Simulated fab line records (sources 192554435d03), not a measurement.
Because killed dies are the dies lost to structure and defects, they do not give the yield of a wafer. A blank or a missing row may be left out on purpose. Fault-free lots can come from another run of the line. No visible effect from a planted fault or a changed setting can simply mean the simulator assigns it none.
8D (eight disciplines) problem report, filled in by code | flow n5 finfet | the parts of the form that need people (team, actions taken, sign-off) are left out

== 1. WHAT IS WRONG ==
Mean of run length s at N5_BEOL_M10_CVD_75: 158.9 s across 2 wafers in 2 lots; on wafers with no fault it is 161.3 s (standard deviation 0.41). Measured from the usual mean, that is -5.9 standard deviations.
The step: deposits Co from CCTBA/H2, target thk 2 nm, time 138.9 s.
The first sign was on wafer L716.6 at day 15 05:43, on cvd co-01. The record has a number at this step for 31 wafers belonging to 11 lots. The rule behind "out" and "out of limits": a value lying over 4 standard deviations away from the usual mean. Any other wafer with a number is counted as sound.

== 2. WHAT THIS IS AND IS NOT ==
question                    | is                | is not
which readings at this step | run length s      | chamber pressure Torr
which lots                  | L715, L716        | L698, L700, L702, L703, L706, L709, L710, L712, L714
which wafers of those lots  | L715.6, L716.6    | L715.4, L716.4
read on which tools         | cvd co-01         | cvd co-02
when                        | from day 15 05:43 | up to then (28 sound wafers); but 1 sound wafer of L715 came after

== 3. WHAT RULES OUT EACH SUSPECT ==
Counting: if a tool at a process step up to the reading ran every lot that is out, it stays a suspect. Sound lots after the first of them don't rule it out here, since some wafers of a struck lot are sound.
- ald metal-04 at N5_BEOL_M10_ALD_74 (deposits TaN, target thk 2 nm, pulse time 2 s, purge time 3 s): kept. It processed each lot that is out (first: L716, day 15 05:13); up to then, its last sound lot is L710 (day 13 23:32).
- cvd co-01 at N5_BEOL_M10_CVD_75 (deposits Co from CCTBA/H2, target thk 2 nm, time 138.9 s): kept. It processed each lot that is out (first: L716, day 15 05:43); up to then, its last sound lot is L709 (day 14 00:59). On those wafers its own readings are out: run length s.
- Within ald metal-04 at N5_BEOL_M10_ALD_74: the wafers that are out ran in chambers 1, 3; their sound lot-mates ran in chamber 2.
What counting leaves: ald metal-04 at N5_BEOL_M10_ALD_74 and cvd co-01 at N5_BEOL_M10_CVD_75.

== 4. THE CAUSE (what the simulator had put in) ==
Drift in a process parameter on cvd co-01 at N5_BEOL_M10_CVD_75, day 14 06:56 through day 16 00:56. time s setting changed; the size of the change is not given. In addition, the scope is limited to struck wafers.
Counting leaves 2 suspects; this tool is one of them.

== 5. THE CHAIN OF EFFECTS, in route order ==
One row per reading whose mean, taken over the struck wafers that have a number, lies over 3 standard deviations from the usual. Only readings whose record carries a usual standard deviation are examined. hours: median over the lots of the time between each lot's start at the first step of this table that gives one and its start at this step. sigmas: the change, counted in usual standard deviations.
hours | step               | reading      | usual   | on struck wafers | change | sigmas
0     | N5_BEOL_M10_CVD_75 | run length s | 161.3 s | 158.9            | -2.4   | -5.9
Its process steps:
- N5_BEOL_M10_CVD_75: deposits Co from CCTBA/H2, target thk 2 nm, time 138.9 s.

== 6. HOW IT WOULD HAVE BEEN CAUGHT EARLIER ==
23 hours passed between the start of the fault at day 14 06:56 and the first reading out of limits in this record, taken at day 15 05:43.
